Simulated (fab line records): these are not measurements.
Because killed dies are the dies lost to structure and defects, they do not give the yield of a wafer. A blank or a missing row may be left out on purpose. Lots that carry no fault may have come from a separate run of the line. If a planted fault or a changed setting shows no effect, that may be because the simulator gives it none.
8D (eight disciplines) problem report, filled in by code	flow n5-finfet	the parts of the form that need people (team, actions taken, sign-off) are left out

## 1. THE ISSUE
N5_STI_FIN_REVEAL_FIN_H_MEAS_10, trench-depth-nm: mean 49.8 nm over 1 wafer from 1 lot; wafers with no fault: 52.0 nm, standard deviation 0.54. Relative to the usual mean, that is a shift of -4.1 standard deviations.
Earliest sighting: wafer L842.4 on ocd-02 at day 6 11:55. At this step, 33 wafers from 11 lots have a number in the record. By rule, "out" or "out of limits" means more than 4 standard deviations away from the usual mean. The other wafers with a number count as sound.

## 2. WHAT IT IS; WHAT IT IS NOT
question	is	is not
which readings at this step	trench-depth-nm	-
which lots	L842	L826, L827, L830, L833, L834, L835, L836, L840, L848, L849
which wafers of those lots	L842.4	L842.3, L842.6
read on which gauges	ocd-02	ocd-01
when	from day 6 11:55	up to then (26 sound wafers); but 6 sound wafers of L848, L849 came after

## 3. THE SUSPECTS, EACH WITH WHAT RULES IT OUT
Counting: if a tool at a process step up to the reading ran every lot that is out, it stays a suspect. Sound lots after the first of them don't rule it out here, since some wafers of a struck lot are sound.
- the gauge at N5_STI_FIN_REVEAL_FIN_H_MEAS_10: kept. All the wafers that are out were read on ocd-02, and no step on other tools shows them out.
- rie-si-05 at N5_FIN_CUT_CUT_ETCH_15 (etches Si in HBr/Cl2/O2, target depth 100 nm, bt time 10 s, time 42.4 s): kept. The lot that is out, L842, ran on it at day 6 02:59; the last sound lot it ran before that was L840, at day 5 18:17.
- rie-si-05 at N5_FIN_CUT_CUT_ETCH_28 (etches Si in HBr/Cl2/O2, target depth 6 nm, time 2.4 s): kept. The lot that is out, L842, ran on it at day 6 03:03; the last sound lot it ran before that was L840, at day 5 18:20.
- cmp-03 at N5_STI_FIN_REVEAL_CMP_04 (polishes, stops on Si3N4, t overpolish 4 s, target thk 131.83 nm): kept. The lot that is out, L842, ran on it at day 6 08:24; the last sound lot it ran before that was L840, at day 5 23:50.
- remote-plasma-01 at N5_STI_FIN_REVEAL_PRECLEAN_17 (cleans in NF3:NH3, afs cycles 1, time 20 s, sublimation time 60 s): kept. The lot that is out, L842, ran on it at day 6 11:10; the last sound lot it ran before that was L834, at day 4 13:59.
- Within rie-si-05 at N5_FIN_CUT_CUT_ETCH_15: the wafers that are out ran in chamber 0; their sound lot-mates ran in chamber 3.
- Within rie-si-05 at N5_FIN_CUT_CUT_ETCH_28: the wafers that are out ran in chamber 0; their sound lot-mates ran in chamber 3.
- Within cmp-03 at N5_STI_FIN_REVEAL_CMP_04: the wafers that are out ran in chamber 2; their sound lot-mates ran in chamber 0.
Left after counting: rie-si-05 at N5_FIN_CUT_CUT_ETCH_15, rie-si-05 at N5_FIN_CUT_CUT_ETCH_28, cmp-03 at N5_STI_FIN_REVEAL_CMP_04, remote-plasma-01 at N5_STI_FIN_REVEAL_PRECLEAN_17, ocd-02 at N5_STI_FIN_REVEAL_FIN_H_MEAS_10.

## 4. THE CAUSE (what the simulator had put in)
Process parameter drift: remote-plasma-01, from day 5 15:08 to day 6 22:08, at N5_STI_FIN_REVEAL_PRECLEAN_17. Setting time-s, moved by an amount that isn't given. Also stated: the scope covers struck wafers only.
Of the 5 suspects that counting leaves, this tool is one.

## 5. SEQUENCE OF EFFECTS, ordered by route
Each row: a reading where the mean over the struck wafers with a number is more than 3 standard deviations away from the usual. Readings are gone through only where the record gives a usual standard deviation; hours: the median, over the lots, of the time from a lot's start at the first step in this table giving one to that lot's start at this step; sigmas: the change measured in usual standard deviations.
hours	step	reading	usual	on struck wafers	change	sigmas
0	N5_STI_FIN_REVEAL_FIN_H_MEAS_10	trench-depth-nm	52.0 nm	49.8	-2.2	-4.1

## 6. WHAT WOULD HAVE CAUGHT IT SOONER
The first out-of-limits reading at a measuring or inspecting step in this record came at day 6 11:55, 21 hours after the fault's start at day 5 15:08.
All the lots that are out (1) had begun N5_STI_FIN_REVEAL_PRECLEAN_17 on remote-plasma-01 by day 6 11:55. Holding the tool at that point would not have protected any of them.
